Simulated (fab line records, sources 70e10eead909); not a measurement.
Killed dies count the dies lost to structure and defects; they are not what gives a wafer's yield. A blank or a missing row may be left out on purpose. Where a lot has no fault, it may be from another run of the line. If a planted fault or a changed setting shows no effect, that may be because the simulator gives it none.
Which of the tools did it? -- flow nand harc -- 24 lots, 72 wafers sampled, at 6 steps of a route of 1159

## WHAT EACH GAUGE READ, for each wafer
NHARC_A_BLC_INSPECT_28. Usual: raw defect count reads 423 (standard deviation 110).
lot,measured,on,raw defect count,flag
L074,day 17 15:55,defect inspect-02,413 541 413,
L077,day 18 01:47,defect inspect-01,413 274 329,
L075,day 18 03:52,defect inspect-01,551 788 785,
L078,day 18 22:14,defect inspect-01,554 353 487,
L076,day 18 22:37,defect inspect-02,607 369 252,
L079,day 18 22:40,defect inspect-01,453 637 343,
L080,day 19 05:33,defect inspect-02,384 303 402,
L081,day 19 05:35,defect inspect-02,814 409 651,
L083,day 19 18:22,defect inspect-01,399 617 601,
L082,day 19 20:31,defect inspect-01,343 384 401,
L085,day 20 07:36,defect inspect-02,341 453 308,
L084,day 20 08:47,defect inspect-02,320 439 356,
L088,day 20 12:02,defect inspect-02,260 276 325,
L086,day 20 17:19,defect inspect-02,370 410 465,
L087,day 20 20:30,defect inspect-02,377 365 395,
L090,day 21 03:04,defect inspect-01,422 361 497,
L089,day 21 03:31,defect inspect-02,353 288 349,
L091,day 21 19:02,defect inspect-01,496 531 269,
L092,day 21 23:46,defect inspect-01,442 421 374,
L093,day 22 00:12,defect inspect-01,340 443 585,
L097,day 22 13:44,defect inspect-01,274 423 391,
L095,day 22 18:35,defect inspect-01,334 353 339,
L094,day 22 19:04,defect inspect-01,525 464 538,
L096,day 22 21:43,defect inspect-01,468 417 447,

NHARC_A_M0_OVL_MEAS_10: pitch 160 nm. Usual: overlay x nm -0.1 nm, standard deviation 0.81; overlay y nm 0.0 nm, standard deviation 0.75.
lot,measured,on,overlay x nm (nm),overlay y nm (nm),flag
L074,day 17 16:46,overlay-02,-0.6 -0.9 -0.5,-0.6 -0.6 -1.0,
L077,day 18 02:39,overlay-02,-0.3 0.0 -0.6,1.0 1.1 0.6,
L075,day 18 04:51,overlay-02,0.2 0.1 -0.1,1.0 0.9 0.5,
L078,day 18 23:14,overlay-02,-2.5 -2.5 -2.2,-1.3 -0.7 -0.8,
L076,day 18 23:44,overlay-01,0.6 0.8 0.7,1.1 0.4 -0.3,
L079,day 18 23:46,overlay-01,-0.6 -0.2 -0.8,-0.8 -0.7 -0.3,
L080,day 19 06:32,overlay-02,-0.5 0.1 0.3,-0.4 -0.8 -0.2,
L081,day 19 06:44,overlay-02,-1.0 -0.7 -1.3,0.0 0.1 -0.2,
L083,day 19 19:13,overlay-01,0.3 0.4 -0.1,0.4 0.0 0.6,
L082,day 19 21:30,overlay-02,0.1 -0.1 -1.0,-1.3 -0.7 -0.4,
L085,day 20 08:35,overlay-01,-0.5 -0.6 -0.1,0.7 0.6 0.8,
L084,day 20 09:47,overlay-01,0.0 -0.2 -0.2,0.5 0.5 0.8,
L088,day 20 13:02,overlay-02,0.2 0.4 0.6,0.5 0.2 0.6,
L086,day 20 18:53,overlay-02,0.6 0.9 0.6,0.7 0.6 0.3,
L087,day 20 22:06,overlay-02,0.5 0.8 1.0,0.0 -0.7 -0.5,
L090,day 21 03:56,overlay-01,0.8 0.6 0.6,0.2 0.5 0.2,
L089,day 21 04:30,overlay-02,-0.7 -0.5 -1.3,0.7 0.8 0.7,
L091,day 21 20:04,overlay-02,0.6 -0.1 -0.5,-0.9 -1.0 -1.1,
L092,day 22 00:45,overlay-02,-1.2 -1.4 -0.7,-1.0 -0.8 -0.6,
L093,day 22 01:11,overlay-01,-0.9 -1.2 -1.3,-0.4 -0.9 -0.3,
L097,day 22 14:43,overlay-02,1.6 1.2 0.6,0.3 0.1 -0.2,
L095,day 22 19:34,overlay-01,0.4 0.6 0.8,1.7 1.6 1.9,
L094,day 22 20:02,overlay-01,-0.8 -0.5 -1.1,0.0 -0.5 -0.7,
L096,day 22 22:43,overlay-01,0.3 0.3 0.6,-0.8 -0.4 -0.5,

NHARC_A_M1_OVL_MEAS_10: pitch 240 nm. Usual: overlay x nm 0.0 nm, standard deviation 0.87; overlay y nm 0.0 nm, standard deviation 0.66.
lot,measured,on,overlay x nm (nm),overlay y nm (nm),flag
L074,day 17 21:09,overlay-02,-0.8 -1.4 -0.7,0.4 0.4 0.5,
L077,day 18 06:52,overlay-02,1.7 2.1 1.5,0.2 0.8 0.2,
L075,day 18 08:59,overlay-02,0.6 0.7 1.0,1.1 0.4 0.4,
L078,day 19 03:26,overlay-01,0.7 0.5 0.1,-0.8 -1.0 -1.1,
L076,day 19 03:59,overlay-02,-0.9 -1.4 -0.9,-0.3 -0.2 -0.3,
L079,day 19 04:08,overlay-01,-0.2 -0.2 0.0,0.4 0.4 0.7,
L080,day 19 10:29,overlay-01,-0.7 -0.4 -0.4,-0.8 -0.5 -0.3,
L081,day 19 10:55,overlay-01,-0.2 0.0 0.9,0.9 0.6 0.6,
L083,day 19 23:32,overlay-02,0.2 -0.3 -0.2,0.2 0.8 0.6,
L082,day 20 01:55,overlay-01,1.3 0.8 1.1,-1.4 -1.0 -0.7,
L085,day 20 12:32,overlay-01,-1.3 -0.6 -0.7,-0.1 0.2 0.4,
L084,day 20 14:11,overlay-01,0.5 -0.2 -0.2,0.6 0.5 0.7,
L088,day 20 17:07,overlay-02,1.3 1.0 0.9,0.8 0.4 0.5,
L086,day 20 22:55,overlay-02,0.2 -0.1 0.2,-0.9 -0.6 -0.5,
L087,day 21 02:12,overlay-02,0.1 0.1 -0.2,0.0 0.2 -0.2,
L090,day 21 08:47,overlay-01,-0.3 0.0 0.2,0.2 0.6 0.0,
L089,day 21 09:41,overlay-01,0.7 0.2 0.4,-0.5 0.0 -0.5,
L091,day 22 00:03,overlay-02,-1.2 -1.4 -0.9,1.2 1.1 1.4,
L092,day 22 04:52,overlay-02,0.4 0.5 0.5,0.3 0.2 0.2,
L093,day 22 05:25,overlay-02,-0.6 -0.4 -0.5,-0.3 -0.2 -0.5,
L097,day 22 18:49,overlay-01,-1.3 -1.2 -0.7,-0.6 -0.5 -0.7,
L095,day 22 23:49,overlay-01,-1.7 -1.7 -1.8,-0.2 -0.6 -0.8,
L094,day 23 00:32,overlay-02,-0.3 0.0 0.2,-0.2 -0.6 -0.5,
L096,day 23 02:47,overlay-02,1.2 1.4 0.5,0.7 0.8 0.4,

## WHICH TOOL RAN EACH LOT (tool, then ch and the chambers of the sampled wafers, then the start)
lot,NHARC_A_BLC_STRIP_21,NHARC_A_BLC_CMP_25,NHARC_A_M0_CMP_23
L074,"rie diel-13 ch 0,1,2, day 17 04:33","cmp-02 ch 0,1,3, day 17 15:31","cmp-01 ch 2,3, day 17 19:01"
L077,"rie diel-13 ch 0,1,3, day 17 23:47","cmp-01 ch 0,2,3, day 18 01:21","cmp-04 ch 0,1, day 18 04:46"
L075,"rie diel-13 ch 1,2,3, day 18 02:05","cmp-03 ch 0,2,3, day 18 03:30","cmp-04 ch 1,2, day 18 06:57"
L078,"rie diel-11 ch 0,2,3, day 18 18:40","cmp-03 ch 1,2,3, day 18 21:52","cmp-01 ch 1,2, day 19 01:28"
L076,"rie diel-11 ch 0,1,2, day 18 19:00","cmp-03 ch 2,3, day 18 22:14","cmp-02 ch 2,3, day 19 02:03"
L079,"rie diel-11 ch 1,2, day 18 19:37","cmp-02 ch 0,3, day 18 22:16","cmp-04 ch 0,1,3, day 19 02:13"
L080,"rie diel-11 ch 0,1, day 19 00:34","cmp-01 ch 0,3, day 19 05:11","cmp-02 ch 2,3, day 19 08:41"
L081,"rie diel-11 ch 0,1,2, day 19 01:16","cmp-03 ch 0,3, day 19 05:11","cmp-04 ch 2,3, day 19 08:59"
L083,"rie diel-13 ch 0,1, day 19 16:24","cmp-03 ch 1,2,3, day 19 17:56","cmp-02 ch 0,2,3, day 19 21:22"
L082,"rie diel-13 ch 0,2, day 19 18:43","cmp-02 ch 0,2, day 19 20:08","cmp-01 ch 1,3, day 19 23:57"
L085,"rie diel-11 ch 0,2,3, day 20 03:23","cmp-01 ch 0,1,3, day 20 07:14","cmp-02 ch 0,1,2, day 20 10:46"
L084,"rie diel-02 ch 0,1,2, day 20 04:05","cmp-02 ch 0,1, day 20 08:23","cmp-02 ch 1,2, day 20 11:56"
L088,"rie diel-11 ch 1,3, day 20 10:14","cmp-02 ch 0,2, day 20 11:40","cmp-02 ch 0,1,2, day 20 15:09"
L086,"rie diel-13 ch 1,2,3, day 20 13:13","cmp-03 ch 0,1,3, day 20 16:54","cmp-02 ch 0,1,2, day 20 20:59"
L087,"rie diel-13 ch 0,1,2, day 20 18:41","cmp-02 ch 0,1,2, day 20 20:07","cmp-02 ch 0,3, day 21 00:11"
L090,"rie diel-11 ch 0,3, day 20 19:55","cmp-01 ch 1,2,3, day 21 02:42","cmp-04 ch 0,3, day 21 06:08"
L089,"rie diel-11 ch 1,2,3, day 20 20:40","cmp-02 ch 0,1,3, day 21 03:10","cmp-01 ch 0,1,2, day 21 06:41"
L091,"rie diel-11 ch 1,3, day 21 15:21","cmp-03 ch 0,1, day 21 18:38","cmp-04 ch 0,1,2, day 21 22:15"
L092,"rie diel-13 ch 0,2,3, day 21 15:56","cmp-01 ch 2,3, day 21 23:22","cmp-01 ch 0,1,3, day 22 02:53"
L093,"rie diel-13 ch 0,1,3, day 21 17:43","cmp-02 ch 0,1,3, day 21 23:49","cmp-02 ch 0,1,2, day 22 03:25"
L097,"rie diel-11 ch 0,1, day 22 11:56","cmp-03 ch 1,3, day 22 13:21","cmp-04 ch 2,3, day 22 16:51"
L095,"rie diel-11 ch 0,2,3, day 22 16:34","cmp-03 ch 2,3, day 22 18:11","cmp-02 ch 2,3, day 22 21:50"
L094,"rie diel-11 ch 0,1, day 22 17:15","cmp-03 ch 0,3, day 22 18:39","cmp-04 ch 0,1,2, day 22 22:22"
L096,"rie diel-11 ch 0,1,3, day 22 19:55","cmp-02 ch 0,2,3, day 22 21:19","cmp-01 ch 1,2,3, day 23 00:50"
- NHARC_A_BLC_STRIP_21: strips in O2.
- NHARC_A_BLC_CMP_25: polishes, t overpolish 30 s, target thk 150 nm.
- NHARC_A_M0_CMP_23: polishes, t overpolish 20 s, target thk 113.75 nm.

## AS READ BY THE TOOLS THEMSELVES (means over the sampled wafers that have a number; for cases with no such wafer, the mark the record gives instead)
NHARC_A_BLC_STRIP_21. Usual: chamber pressure mTorr 60.00 mTorr, standard deviation 0.057; drypump motor current A 5.8 A, standard deviation 0.55; oes product au 1.002 a.u., standard deviation 0.008; rf vpp V 58.0 V, standard deviation 0.87; showerhead plenum p Torr 3.59 Torr, standard deviation 0.13; throttle valve pct 17.037 %, standard deviation 0.0094.
lot,tool,chamber pressure mTorr (mTorr),drypump motor current A (A),oes product au (a.u.),rf vpp V (V),showerhead plenum p Torr (Torr),throttle valve pct (%),flag
L074,rie diel-13,60.02,5.8,1.001,58.1,3.74,17.042,
L077,rie diel-13,59.97,5.4,1.004,58.3,3.64,17.026,
L075,rie diel-13,60.05,5.7,1.002,57.7,3.63,17.034,
L078,rie diel-11,59.98,6.0,1.003,58.1,3.50,17.033,
L076,rie diel-11,59.97,5.9,1.002,57.7,3.56,17.050,
L079,rie diel-11,59.99,5.5,0.990,58.0,3.50,17.036,
L080,rie diel-11,60.02,6.1,1.000,57.8,3.65,17.034,
L081,rie diel-11,60.00,5.9,0.998,58.1,3.56,17.038,
L083,rie diel-13,60.03,5.5,0.996,58.0,3.74,17.036,
L082,rie diel-13,60.05,5.8,0.987,58.5,3.73,17.036,
L085,rie diel-11,59.99,6.0,1.010,58.3,3.50,17.033,
L084,rie diel-02,60.01,5.7,0.993,57.6,3.63,17.043,
L088,rie diel-11,60.03,6.2,1.004,58.5,3.57,17.044,
L086,rie diel-13,60.03,5.7,1.001,57.7,3.63,17.037,
L087,rie diel-13,59.99,5.8,1.001,58.3,3.73,17.034,
L090,rie diel-11,59.96,6.5,0.999,58.1,3.56,17.031,
L089,rie diel-11,60.02,5.8,1.011,57.6,3.53,17.049,
L091,rie diel-11,59.94,6.0,1.009,57.6,3.62,17.030,
L092,rie diel-13,59.97,5.7,1.007,58.1,3.62,17.033,
L093,rie diel-13,60.02,5.3,1.003,58.1,3.63,17.031,
L097,rie diel-11,60.01,6.1,1.001,58.1,3.64,17.043,
L095,rie diel-11,59.97,6.0,1.005,57.4,3.49,17.035,
L094,rie diel-11,60.00,6.4,1.002,58.1,3.61,17.038,
L096,rie diel-11,59.98,6.3,1.008,58.2,3.59,17.029,

NHARC_A_BLC_CMP_25. Usual: motor current A 12.1 A, standard deviation 1; overpolish run s 29.999 s, standard deviation 0.0086; retaining ring pressure frac 1.000, standard deviation 0.0054; slurry filter dp kPa 13.50 kPa, standard deviation 0.13; time to endpoint s 30.7 s, standard deviation 2.
lot,tool,motor current A (A),overpolish run s (s),retaining ring pressure frac,slurry filter dp kPa (kPa),time to endpoint s (s),flag
L074,cmp-02,12.5,30.004,0.996,13.48,27.0,
L077,cmp-01,11.1,29.996,1.003,13.59,30.1,
L075,cmp-03,11.9,29.994,0.997,13.59,28.8,
L078,cmp-03,12.1,29.997,1.000,13.62,30.9,
L076,cmp-03,11.4,29.996,0.998,13.48,28.7,
L079,cmp-02,12.8,30.007,0.998,13.45,28.8,
L080,cmp-01,12.0,29.992,0.995,13.46,31.2,
L081,cmp-03,12.1,30.001,1.002,13.52,31.7,
L083,cmp-03,12.4,30.007,1.001,13.55,32.9,
L082,cmp-02,11.8,30.000,1.000,13.51,29.3,
L085,cmp-01,11.6,30.004,1.001,13.47,29.6,
L084,cmp-02,12.1,30.003,0.998,13.48,32.5,
L088,cmp-02,11.8,30.003,1.004,13.43,30.6,
L086,cmp-03,13.2,29.998,1.000,13.48,31.2,
L087,cmp-02,12.1,29.991,1.001,13.54,31.0,
L090,cmp-01,10.7,30.006,0.995,13.58,31.3,
L089,cmp-02,13.1,30.001,1.001,13.38,31.0,
L091,cmp-03,13.0,29.999,0.998,13.47,30.5,
L092,cmp-01,10.5,30.004,0.994,13.55,30.6,
L093,cmp-02,12.6,29.997,1.000,13.49,31.1,
L097,cmp-03,12.8,30.003,0.998,13.41,30.8,
L095,cmp-03,11.4,29.989,1.000,13.56,30.5,
L094,cmp-03,12.4,30.002,0.999,13.56,29.6,
L096,cmp-02,12.5,29.996,1.000,13.46,35.1,

NHARC_A_M0_CMP_23. Usual: motor current A 12.2 A, standard deviation 1.1; retaining ring pressure frac 1.000, standard deviation 0.005; slurry filter dp kPa 13.50 kPa, standard deviation 0.13; time to endpoint s 29.4 s, standard deviation 2.3.
lot,tool,motor current A (A),retaining ring pressure frac,slurry filter dp kPa (kPa),time to endpoint s (s),flag
L074,cmp-01,10.8,1.000,13.46,29.5,
L077,cmp-04,14.0,0.998,13.50,30.8,
L075,cmp-04,14.2,0.996,13.53,32.2,
L078,cmp-01,10.5,1.004,13.59,30.9,
L076,cmp-02,12.5,1.001,13.47,25.2,
L079,cmp-04,12.5,1.002,13.58,30.3,
L080,cmp-02,12.3,1.001,13.65,27.1,
L081,cmp-04,12.0,0.993,13.51,29.6,
L083,cmp-02,12.9,1.000,13.50,26.3,
L082,cmp-01,10.8,0.996,13.46,27.3,
L085,cmp-02,12.1,1.001,13.51,28.1,
L084,cmp-02,12.5,1.004,13.61,29.2,
L088,cmp-02,12.6,0.998,13.54,29.4,
L086,cmp-02,12.4,1.001,13.57,29.9,
L087,cmp-02,12.2,0.998,13.41,30.0,
L090,cmp-04,11.6,0.997,13.37,29.9,
L089,cmp-01,11.1,0.996,13.52,28.5,
L091,cmp-04,12.9,1.000,13.57,29.8,
L092,cmp-01,11.5,0.998,13.54,31.7,
L093,cmp-02,12.0,1.001,13.38,31.6,
L097,cmp-04,11.9,1.000,13.56,26.4,
L095,cmp-02,12.6,1.002,13.62,32.8,
L094,cmp-04,13.0,0.999,13.43,28.2,
L096,cmp-01,10.7,1.000,13.53,28.6,

## THE ANSWER, worked out from the rows above alone
Rule: a lot counts as off when the mean over its wafers that have a number is more than 3 standard deviations away from the usual mean. Also off: a lot with no number at a reading for which 4 or more lots have one. Any other lot the step has rows for is counted as sound. After the gauges, taken in route order, come the tools' own readings; for these a lot's mean is taken, as printed above. At the first step where some lot is off, the reading lying furthest off is the one used; lots without a number count as furthest.
Nothing can be told from this: no lot is off at any reading shown.

## WHAT THE SIMULATOR HAD INSERTED
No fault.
